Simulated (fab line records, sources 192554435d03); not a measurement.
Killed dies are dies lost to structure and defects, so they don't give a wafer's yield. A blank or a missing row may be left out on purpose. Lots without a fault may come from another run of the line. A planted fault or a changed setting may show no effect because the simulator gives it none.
fab line records | flow n5_finfet
record lots=11 wafers=33 last_day=18
route steps=1938 shown BEOL_M10@1502 PASSIVATION@1936
lots that met no fault: from a run of the same line without faults
start_h: hours from the record's first day to the start of the lot's first wafer shown | wait_h: hours since the lot's step before | " the same as in the row above | L1.1+2: a row that stands for several wafers | - no value, or no start given | * or withheld: withheld | < > ~ a bound
route shown NAME@n: a module of which the file shows steps, and the number in the route of the first | usual: mean/standard deviation of fault-free wafers | same: alike in all rows | chamber/n: place in a boat | sites: the reading at each site | _std_site: their standard deviation | _edge_site: outer sites' mean less inner sites' | radius_mm: how far each site lies from the wafer's centre | mask NAME#n: copy n | behind: the tool/chamber that last shaped the wafer | hold: why the lot was held/for how many hours/how that ended | device: the transistor (n, p or np) that didn't switch | end of line: the same wafers' tests at the end of the route | a step without rows: its recipe alone | killed: dies lost to structure and defects at the first sort, not the wafer's yield | map: a wafer's dies, x killed, . not, _ none there
set.NAME: the setting as run; set.NAME@STEP: as run at that earlier step | model.NAME: the simulator's own value behind a step, which no gauge read
steps of the route over a sample of lots; a table a step, a row a wafer
services: from which hour (start_h, from the record's first day; less than 0 if before it) a tool's chamber was out of use, for how many hours, and why
## steps
# step N5_BEOL_M10_CD_MEAS_28
# recipe target_cd_nm=70 landing_energy_ev=500 detector=se_inlens polarity=opening
# usual cd_nm=70.0/1.1
# columns lot.wafer tool chamber start_h wait_h cd_nm
L685.2 cd_sem-03 0 228.60 - 70.6
L685.3 " 0 " " 70.2
L685.4 " 0 " " 69.2
L686.3 cd_sem-03 0 237.77 - 70.7
L686.4 " 0 " " 70.2
L686.6 " 0 " " 69.4
L687.1 cd_sem-03 0 245.56 - 70.3
L687.4 " 0 " " 71.2
L687.6 " 0 " " 70.4
L689.2 cd_sem-01 0 249.09 - 71.2
L689.4 " 0 " " 70.3
L689.6 " 0 " " 70.4
L690.2 cd_sem-03 0 265.32 - 71.2
L690.3 " 0 " " 69.7
L690.6 " 0 " " 71.3
L692.1 cd_sem-02 0 274.92 - 69.5
L692.2 " 0 " " 71.6
L692.5 " 0 " " 71.1
L693.4 cd_sem-02 0 292.75 - 71.2
L693.5 " 0 " " 71.5
L693.6 " 0 " " 71.7
L701.1 cd_sem-03 0 331.80 - 71.2
L701.4 " 0 " " 69.1
L701.6 " 0 " " 70.8
L698.2 cd_sem-02 0 332.77 - 67.8
L698.3 " 0 " " 69.7
L698.5 " 0 " " 70.0
L703.3 cd_sem-01 0 356.76 - 68.1
L703.5 " 0 " " 68.4
L703.6 " 0 " " 69.7
L705.2 cd_sem-03 0 365.26 - 69.0
L705.4 " 0 " " 69.3
L705.5 " 0 " " 68.4
# step N5_BEOL_M10_STRIP_36
# recipe chemistry=N2/H2 power_w=450 temp_c=40 pressure_mtorr=20 rf_frequency_hz=6e+07 overash_fraction=0.3 bias_power_w=7 h2_frac=0.5 n2_flow_sccm=200 h2_flow_sccm=200
# usual bias_power_w=6.998/0.023 drypump_motor_current_A=5.8/0.39 oes_product_au=0.82/0.1 power_w=450.0/1.3 rf_vpp_V=59.3/1.9 showerhead_plenum_p_Torr=2.55/0.095 throttle_valve_pct=23.65/0.28
# same overash_fraction=0.3
# columns lot.wafer tool chamber start_h wait_h bias_power_w drypump_motor_current_A oes_product_au power_w rf_hours_counter_h rf_vpp_V showerhead_plenum_p_Torr throttle_valve_pct
L685.2 rie_diel-02 0 228.96 0.0 6.963 6.2 0.68 449.7 233 60.5 2.41 23.53
L685.3 " 3 " " 6.989 6.5 0.67 449.5 228 59.0 2.51 23.78
L685.4 " 2 " " 6.968 5.6 0.97 448.5 0 59.7 2.51 23.59
L686.3 rie_diel-02 1 238.77 0.0 6.997 5.9 0.90 450.4 34 60.2 2.60 23.69
L686.4 " 3 " " 6.954 6.5 0.68 448.6 229 59.5 2.51 23.84
L686.6 " 3 " " 6.980 6.5 0.69 452.0 - 64.1 2.51 23.87
L687.1 rie_diel-02 0 245.92 0.0 7.034 6.1 0.66 451.3 240 60.6 2.41 23.56
L687.4 " 1 " " 7.008 5.9 0.89 448.4 37 58.3 2.60 23.67
L687.6 " 3 " " 7.002 6.6 0.68 451.0 - 58.8 2.51 23.84
L689.2 rie_diel-02 2 249.49 0.0 7.023 5.6 0.94 452.1 8 59.2 2.51 23.62
L689.4 " 0 " " 7.006 6.2 0.66 448.8 240 57.0 2.41 23.52
L689.6 " 0 " " 7.028 6.2 0.65 447.3 - 61.5 2.41 23.53
L690.2 rie_diel-05 0 265.68 0.0 7.013 5.1 0.89 450.6 39 56.6 2.60 23.08
L690.3 " 2 " " 7.000 5.5 0.74 448.5 203 60.9 2.31 23.51
L690.6 " 1 " " 7.022 6.1 0.73 450.2 - 58.7 2.62 23.64
L692.1 rie_diel-02 0 275.28 0.0 6.995 6.1 0.64 450.5 249 57.5 2.40 23.57
L692.2 " 1 " " 6.984 5.9 0.85 452.0 46 57.2 2.60 23.67
L692.5 " 2 " " 6.986 5.6 0.89 449.7 - 57.7 2.51 23.64
L693.4 rie_diel-04 2 295.17 0.0 6.960 5.3 0.93 448.4 17 58.6 2.51 23.98
L693.5 " 1 " " 7.018 5.5 0.67 450.2 - 59.9 2.61 23.48
L693.6 " 2 " " 6.983 5.3 0.93 451.8 - 58.0 2.51 23.97
L701.1 rie_diel-02 1 332.16 0.0 7.016 5.9 0.82 449.9 72 58.2 2.59 23.73
L701.4 " 3 " " 6.990 6.5 0.97 448.4 6 57.2 2.50 23.60
L701.6 " 1 " " 7.048 5.9 0.83 451.3 - 55.5 2.59 23.74
L698.2 rie_diel-04 2 333.13 0.0 7.021 5.3 0.87 450.3 34 57.2 2.50 24.02
L698.3 " 1 " " 7.013 5.5 0.94 450.8 5 61.3 2.61 23.30
L698.5 " 1 " " 6.985 5.5 0.93 450.8 - 57.9 2.61 23.32
L703.3 rie_diel-05 0 357.12 0.0 6.982 5.1 0.85 448.8 64 62.3 2.59 23.16
L703.5 " 0 " " 6.965 5.2 0.87 448.4 - 58.4 2.59 23.11
L703.6 " 1 " " 7.026 6.1 0.71 451.5 - 57.2 2.61 23.73
L705.2 rie_diel-04 3 365.62 0.0 6.968 6.1 0.86 452.5 76 59.5 2.44 23.20
L705.4 " 0 " " 7.041 5.6 0.78 450.3 129 57.6 2.68 23.87
L705.5 " 1 " " 6.999 5.5 0.89 451.6 - 59.6 2.60 23.33
# step N5_BEOL_M10_OCD_MEAS_38
# usual trench_depth_nm=146/3.2
# columns lot.wafer tool chamber start_h wait_h trench_depth_nm
L685.2 ocd-02 - 229.19 - 147
L685.3 " - " " 141
L685.4 " - " " 146
L686.3 ocd-02 - 238.99 - 147
L686.4 " - " " 141
L686.6 " - " " 142
L687.1 ocd-02 - 246.14 - 144
L687.4 " - " " 146
L687.6 " - " " 141
L689.2 ocd-01 - 249.71 - 148
L689.4 " - " " 145
L689.6 " - " " 144
L690.2 ocd-01 - 265.90 - 153
L690.3 " - " " 146
L690.6 " - " " 146
L692.1 ocd-01 - 275.50 - 143
L692.2 " - " " 143
L692.5 " - " " 145
L693.4 ocd-01 - 295.39 - 146
L693.5 " - " " 149
L693.6 " - " " 145
L701.1 ocd-02 - 332.39 - 142
L701.4 " - " " 144
L701.6 " - " " 142
L698.2 ocd-02 - 333.36 - 143
L698.3 " - " " 149
L698.5 " - " " 149
L703.3 ocd-02 - 357.34 - 154
L703.5 " - " " 153
L703.6 " - " " 143
L705.2 ocd-02 - 365.84 - 148
L705.4 " - " " 147
L705.5 " - " " 150
# step N5_BEOL_M10_ALD_74
# recipe material=TaN target_thk_a=20 temp_c=275 ald_precursor_family=PDMAT ald_co_reactant=NH3 pressure_torr=3 carrier_flow_sccm=1500 pulse_time_s=2 purge_time_s=3 co_reactant_purge_time_s=2 co_reactant_pulse_time_s=3 ald_cycles=40 precursor_vessel_temp_c=75 precursor_vessel_pressure_torr=26.25 precursor_vessel_carrier_sccm=1000
# usual ald_cycles=40/0 heater_power_w=416/34
# columns lot.wafer tool chamber start_h wait_h ald_cycles heater_power_w
L685.2 ald_metal-02 2 231.04 0.0 40 443
L685.3 " 0 " " 40 404
L685.4 " 3 " " 40 414
L686.3 ald_metal-01 3 239.88 0.1 40 433
L686.4 " 2 " " 40 488
L686.6 " 2 " " 40 484
L687.1 ald_metal-01 2 247.12 0.1 40 480
L687.4 " 0 " " 40 437
L687.6 " 1 " " 40 422
L689.2 ald_metal-04 2 250.69 0.1 40 403
L689.4 " 1 " " 40 367
L689.6 " 1 " " 40 373
L690.2 ald_metal-01 1 266.58 0.1 40 427
L690.3 " 0 " " 40 444
L690.6 " 1 " " 40 419
L692.1 ald_metal-02 0 276.32 0.1 40 393
L692.2 " 2 " " 40 443
L692.5 " 0 " " 40 394
L693.4 ald_metal-01 1 296.27 0.0 40 421
L693.5 " 0 " " 40 449
L693.6 " 1 " " 40 423
L701.1 ald_metal-01 1 333.68 0.0 40 417
L701.4 " 0 " " 40 449
L701.6 " 2 " " 59 480
L698.2 ald_metal-01 3 333.97 0.0 59 436
L698.3 " 2 " " 40 481
L698.5 " 2 " " 40 478
L703.3 ald_metal-04 0 358.01 0.0 40 374
L703.5 " 3 " " 40 389
L703.6 " 0 " " 40 388
L705.2 ald_metal-02 2 366.46 0.0 40 465
L705.4 " 1 " " 40 365
L705.5 " 1 " " 40 370
# step N5_PASSIVATION_PROBE_49
# usual defect_limited_yield=91.2/1.6 killed_at_M0_to_M3=34/11 killed_at_M4_up=13/5.2 killed_at_contacts=13/6.3 killed_at_front_end=40/14 killed_at_other=3.2/2.4 killed_dies=104/19 killed_open=69/14 killed_short=32/7.5 sort_bin_5_function=5.3/1.1 sort_bin_6_memory=3.2/0.73 sort_bin_8_speed=0.01/0.038 sort_n_pass=1076/19
# same gross_dies=1180 killed_at_back_side=0 sort_bin_4_leakage[%]=0
# columns lot.wafer tool chamber start_h wait_h defect_limited_yield[%] killed_at_M0_to_M3 killed_at_M4_up killed_at_contacts killed_at_front_end killed_at_other killed_dies killed_open killed_short sort_bin_5_function[%] sort_bin_6_memory[%] sort_bin_8_speed[%] sort_n_pass
L687.1 prober-02 - 292.63 0.0 90.6 38 7 9 49 8 111 74 36 5.7 3.3 0 1069
L687.4 prober-02 - 292.78 0.2 91.3 30 9 6 56 2 103 75 28 5.4 2.8 0 1077
L687.6 prober-02 - 292.88 0.3 91.6 29 20 2 47 1 99 69 23 4.7 3.5 0 1081
L693.4 prober-02 - 358.62 0.2 93.1 28 12 7 33 1 81 36 42 4.4 2.1 0 1099
L693.5 prober-02 - 358.67 0.2 90.8 27 15 24 40 3 109 77 30 5.3 3.6 0.08 1071
L693.6 prober-02 - 358.72 0.3 93.1 22 9 21 30 0 82 56 26 4.5 2.2 0 1098
# killed by level:class
L687.1 FIN_SAQP:geometric_particle:open=17 BEOL_M1:geometric_particle:open=9 BEOL_M3:geometric_particle:open=8 FIN_SAQP:geometric_particle:short=7 MOL_CONTACT_COAG:geometric_particle:open=6 STI_FIN_REVEAL:geometric_particle:open=5 BEOL_M0_SAQP:geometric_particle:short=5 BEOL_M0:geometric_particle:open=5
L687.4 FIN_SAQP:geometric_particle:open=13 FIN_SAQP:geometric_particle:short=10 STI_FIN_REVEAL:geometric_particle:open=9 BEOL_M1:geometric_particle:open=9 BEOL_M3:geometric_particle:open=7 BEOL_M0_SAQP:geometric_particle:open=7 MOL_CONTACT_COAG:geometric_particle:open=4 BEOL_M5:geometric_particle:open=4
L687.6 STI_FIN_REVEAL:geometric_particle:open=12 BEOL_M3:geometric_particle:open=10 FIN_SAQP:geometric_particle:open=9 FIN_SAQP:geometric_particle:short=7 STARTING-WAFER:geometric_particle:open=7 BEOL_M1:geometric_particle:open=6 BEOL_M2:geometric_particle:open=5 DUMMY_GATE:geometric_particle:open=3
L693.4 FIN_SAQP:geometric_particle:short=10 BEOL_M0_SAQP:geometric_particle:short=9 STI_FIN_REVEAL:geometric_particle:open=6 MOL_CONTACT_COAG:geometric_particle:open=5 FIN_SAQP:geometric_particle:open=4 GATE_CUT:geometric_particle:short=4 BEOL_M0_SAQP:geometric_particle:open=4 BEOL_M2:geometric_particle:open=4
L693.5 MOL_CONTACT_COAG:geometric_particle:open=18 FIN_SAQP:geometric_particle:open=10 BEOL_M4:geometric_particle:open=7 FIN_SAQP:geometric_particle:short=6 STI_FIN_REVEAL:geometric_particle:open=6 BEOL_M0_SAQP:geometric_particle:open=6 BEOL_M0_SAQP:geometric_particle:short=6 BEOL_M2:geometric_particle:open=6
L693.6 MOL_CONTACT_COAG:geometric_particle:open=19 BEOL_M0_SAQP:geometric_particle:open=10 ILD0:geometric_particle:short=5 BEOL_M0_SAQP:geometric_particle:short=5 STI_FIN_REVEAL:geometric_particle:open=4 DUMMY_GATE:geometric_particle:open=3 ILD0:geometric_particle:open=3 GATE_CUT:geometric_particle:short=3
## services
# columns tool chamber start_h hours kind
rie_diel-02 2 205.13 - clean
rie_diel-02 2 205.13 - consumable_replace:focus_ring
rie_diel-02 2 205.13 22.7 scheduled_down
rie_diel-02 2 205.13 22.7 vent_cycle
rie_diel-05 2 219.41 2.6 repair
rie_diel-02 3 230.91 5.1 repair
ald_metal-04 2 231.67 6.8 repair
ald_metal-04 - 239.21 1.0 repair
ald_metal-04 0 271.85 3.6 repair
rie_diel-02 0 277.44 - clean
rie_diel-02 0 277.44 - consumable_replace:focus_ring
rie_diel-02 0 277.44 - consumable_replace:showerhead
ald_metal-01 - 278.79 1.1 repair
rie_diel-05 - 291.28 14.6 pm
rie_diel-02 3 294.33 - clean
rie_diel-02 3 294.33 - consumable_replace:focus_ring
rie_diel-02 3 294.33 19.3 scheduled_down
rie_diel-02 3 294.33 19.3 vent_cycle
rie_diel-04 3 317.19 18.4 repair
rie_diel-02 2 328.01 2.4 repair
ald_metal-01 1 329.28 - calibration
ald_metal-01 - 337.25 14.0 pm
ald_metal-04 1 349.01 10.4 repair
rie_diel-04 3 352.07 12.2 repair
## key
first_sign step=N5_BEOL_M10_ALD_74 reading=ald_cycles direction=up sigmas=99+ usual=* struck=*
effect none on later readings
met_at N5_BEOL_M10_ALD_74
struck_lots L698,L701
struck_wafers L698.2,L701.6
not_acting_at N5_BEOL_M10_CD_MEAS_28,N5_BEOL_M10_STRIP_36,N5_BEOL_M10_OCD_MEAS_38
onset_between 296.27 333.68
fault kind=process_parameter_drift tool=ald_metal-01 chamber=- onset_h=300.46 steps=N5_BEOL_M10_ALD_74 channel=ald_cycles offset=* shape=step end_h=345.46 scope=struck_wafers_only acts_in=* stated=*
